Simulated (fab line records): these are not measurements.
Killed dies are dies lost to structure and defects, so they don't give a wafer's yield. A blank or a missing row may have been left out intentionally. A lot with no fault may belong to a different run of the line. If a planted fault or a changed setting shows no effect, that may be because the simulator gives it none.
Which of the tools did it? | flow nand_harc | 13 lots with 39 wafers sampled at 5 steps, on a route of 1302 steps

== WHAT THE GAUGES READ, wafer by wafer ==
NHARC_HYBRID_BOND_OVL_MEAS_05. Usual: overlay_x_nm 0 nm, standard deviation 32; overlay_y_nm 2 nm, standard deviation 30.
lot  | measured     | on         | overlay_x_nm (nm) | overlay_y_nm (nm) | flag
L386 | day 23 10:56 | overlay-01 | 28 -23 11         | 37 11 -24         |
L387 | day 24 10:48 | overlay-02 | -8 -1 -29         | 3 -7 -20          |
L392 | day 26 05:42 | overlay-01 | -11 12 -37        | 42 -24 3          |
L395 | day 28 21:56 | overlay-02 | 6 24 -16          | 33 29 2           |
L399 | day 29 09:55 | overlay-01 | 10 -19 -3         | -19 24 -19        |
L400 | day 29 17:02 | overlay-02 | -56 51 28         | -7 -32 -23        |
L401 | day 29 17:02 | overlay-01 | 4 -44 5           | 41 5 -15          |
L402 | day 30 07:13 | overlay-02 | -11 35 -6         | 12 49 -33         |
L403 | day 30 22:59 | overlay-01 | 34 -29 6          | -27 -19 73        |
L405 | day 31 20:50 | overlay-02 | -48 -63 28        | -16 37 -11        |
L406 | day 31 20:50 | overlay-01 | -3 28 17          | 40 -25 -9         |
L408 | day 32 10:36 | overlay-02 | 5 -46 -35         | 86 -2 -11         |
L409 | day 33 18:06 | overlay-02 | 11 22 -16         | 29 20 -4          |

NHARC_END_SORT_01. Usual: killed_at_array 51, standard deviation 17; killed_at_other 1.0, standard deviation 1.2; killed_at_periphery 3.4, standard deviation 2.5; killed_dies 56, standard deviation 17; killed_open 3.3, standard deviation 2.1; killed_short 2.6, standard deviation 1.6.
lot  | measured     | on        | killed_at_array | killed_at_other | killed_at_periphery | killed_dies | killed_open | killed_short | flag
L395 | day 29 17:49 | prober-02 | 60 75 118       | 1 0 1           | 2 6 2               | 63 81 121   | 5 9 3       | 0 2 3        |

== EACH LOT AND THE TOOL THAT RAN IT (in order: tool; ch and the chambers of the sampled wafers; start) ==
lot  | NHARC_A_STAIRCASE_ETCH_21          | NHARC_THIN_TSV_DEGAS_49      | NHARC_THIN_TSV_ETCH_59
L386 | rie_diel-05 ch 0,1,3, day 15 14:20 | pvd_sputter-02, day 23 18:43 | rie_metal-01 ch 0, day 23 22:11
L387 | rie_diel-03 ch 0,1,3, day 15 21:51 | pvd_sputter-03, day 24 16:20 | rie_metal-02 ch 1, day 24 19:46
L392 | rie_diel-02 ch 0,2, day 18 04:06   | pvd_sputter-02, day 26 11:15 | rie_metal-02 ch 0,1, day 26 14:40
L395 | rie_diel-05 ch 0,2,3, day 20 01:03 | pvd_sputter-01, day 29 06:07 | rie_metal-02 ch 0,1, day 29 09:42
L399 | rie_diel-02 ch 0,1,2, day 21 05:38 | pvd_sputter-02, day 29 15:28 | rie_metal-03 ch 0,1, day 29 18:57
L400 | rie_diel-03 ch 1,3, day 21 12:22   | pvd_sputter-03, day 29 22:42 | rie_metal-01 ch 0,1, day 30 01:59
L401 | rie_diel-03 ch 0,2, day 21 17:37   | pvd_sputter-03, day 30 00:04 | rie_metal-02 ch 0,1, day 30 03:28
L402 | rie_diel-02 ch 1,2, day 22 12:58   | pvd_sputter-02, day 30 12:53 | rie_metal-01 ch 0,1, day 30 16:16
L403 | rie_diel-02 ch 0,2,3, day 22 20:27 | pvd_sputter-03, day 31 04:29 | rie_metal-03 ch 0,1, day 31 07:56
L405 | rie_diel-05 ch 1,2,3, day 24 00:28 | pvd_sputter-02, day 32 05:10 | rie_metal-03 ch 0,1, day 32 08:40
L406 | rie_diel-03 ch 1,2, day 24 10:05   | pvd_sputter-03, day 32 06:22 | rie_metal-02 ch 1, day 32 09:51
L408 | rie_diel-03 ch 0,1,2, day 24 22:58 | pvd_sputter-01, day 32 17:23 | rie_metal-03 ch 0, day 32 20:48
L409 | rie_diel-02 ch 0,2,3, day 25 14:31 | pvd_sputter-03, day 34 02:01 | rie_metal-02 ch 0,1, day 34 05:18
- NHARC_A_STAIRCASE_ETCH_21: etches the open film in C4F8/O2, target depth 100 nm, time 40.5 s.
- NHARC_THIN_TSV_DEGAS_49: time 120 s.
- NHARC_THIN_TSV_ETCH_59: etches the open film in Cl2/BCl3, target depth 880 nm, time 138.1 s.

== WHAT THE TOOLS THEMSELVES READ (means of the sampled wafers that have a number; where no wafer has one, the mark that the record gives instead) ==
NHARC_A_STAIRCASE_ETCH_21. Usual: oes_product_au 0.946 a.u., standard deviation 0.015; rf_vpp_V 894 V, standard deviation 4.6.
lot  | tool        | oes_product_au (a.u.) | rf_vpp_V (V) | flag
L386 | rie_diel-05 | 0.964                 | 895          |
L387 | rie_diel-03 | 0.946                 | 898          |
L392 | rie_diel-02 | 0.948                 | 892          |
L395 | rie_diel-05 | 0.941                 | 893          |
L399 | rie_diel-02 | 0.950                 | 893          |
L400 | rie_diel-03 | 0.931                 | 897          |
L401 | rie_diel-03 | 0.969                 | 894          |
L402 | rie_diel-02 | 0.981                 | 889          |
L403 | rie_diel-02 | 0.956                 | 893          |
L405 | rie_diel-05 | 0.945                 | 896          |
L406 | rie_diel-03 | 0.936                 | 894          |
L408 | rie_diel-03 | 0.939                 | 895          |
L409 | rie_diel-02 | 0.946                 | 894          |

NHARC_THIN_TSV_DEGAS_49. Usual: heater_power_w 465 W, standard deviation 28.
lot  | tool           | heater_power_w (W) | flag
L386 | pvd_sputter-02 | 443                |
L387 | pvd_sputter-03 | 466                |
L392 | pvd_sputter-02 | 441                |
L395 | pvd_sputter-01 | 475                |
L399 | pvd_sputter-02 | 478                |
L400 | pvd_sputter-03 | 475                |
L401 | pvd_sputter-03 | 483                |
L402 | pvd_sputter-02 | 476                |
L403 | pvd_sputter-03 | 450                |
L405 | pvd_sputter-02 | 456                |
L406 | pvd_sputter-03 | 485                |
L408 | pvd_sputter-01 | 459                |
L409 | pvd_sputter-03 | 493                |

NHARC_THIN_TSV_ETCH_59. Usual: drypump_motor_current_A 5.61 A, standard deviation 0.13; he_backside_leak_sccm 3.40 sccm, standard deviation 0.24; oes_product_au 1.002 a.u., standard deviation 0.011; throttle_valve_pct 22.264 %, standard deviation 0.0088.
lot  | tool         | drypump_motor_current_A (A) | he_backside_leak_sccm (sccm) | oes_product_au (a.u.) | throttle_valve_pct (%) | flag
L386 | rie_metal-01 | 5.57                        | 3.70                         | 1.009                 | 22.259                 |
L387 | rie_metal-02 | 5.78                        | 3.20                         | 1.006                 | 22.259                 |
L392 | rie_metal-02 | 5.63                        | 3.63                         | 1.007                 | 22.263                 |
L395 | rie_metal-02 | 5.60                        | 3.31                         | 1.010                 | 22.263                 |
L399 | rie_metal-03 | 5.62                        | 3.33                         | 1.000                 | 22.261                 |
L400 | rie_metal-01 | 5.54                        | 3.54                         | 0.998                 | 22.260                 |
L401 | rie_metal-02 | 5.71                        | 3.21                         | 1.005                 | 22.271                 |
L402 | rie_metal-01 | 5.49                        | 3.72                         | 1.008                 | 22.267                 |
L403 | rie_metal-03 | 5.69                        | 3.30                         | 0.990                 | 22.266                 |
L405 | rie_metal-03 | 5.61                        | 3.26                         | 0.996                 | 22.266                 |
L406 | rie_metal-02 | 5.78                        | 3.11                         | 1.006                 | 22.268                 |
L408 | rie_metal-03 | 5.56                        | 3.23                         | 1.003                 | 22.262                 |
L409 | rie_metal-02 | 5.61                        | 3.38                         | 1.004                 | 22.262                 |

== THE ANSWER, worked out from the rows above alone ==
Rule: a lot is off if the mean of its wafers that have a number lies more than 3 standard deviations from the usual mean. A lot without any number at a reading at which 4 lots or more have one is off too. All remaining lots with rows at the step are treated as sound. First the gauges in route order, then the tools' own readings, where a lot's mean is used as printed above. The first step at which some lot is off is used, and at that step the reading that is off furthest; a lot without a number counts as furthest.
No lot is off on any of the readings shown, so nothing can be concluded from this.

== WHAT THE SIMULATOR HAD INSERTED ==
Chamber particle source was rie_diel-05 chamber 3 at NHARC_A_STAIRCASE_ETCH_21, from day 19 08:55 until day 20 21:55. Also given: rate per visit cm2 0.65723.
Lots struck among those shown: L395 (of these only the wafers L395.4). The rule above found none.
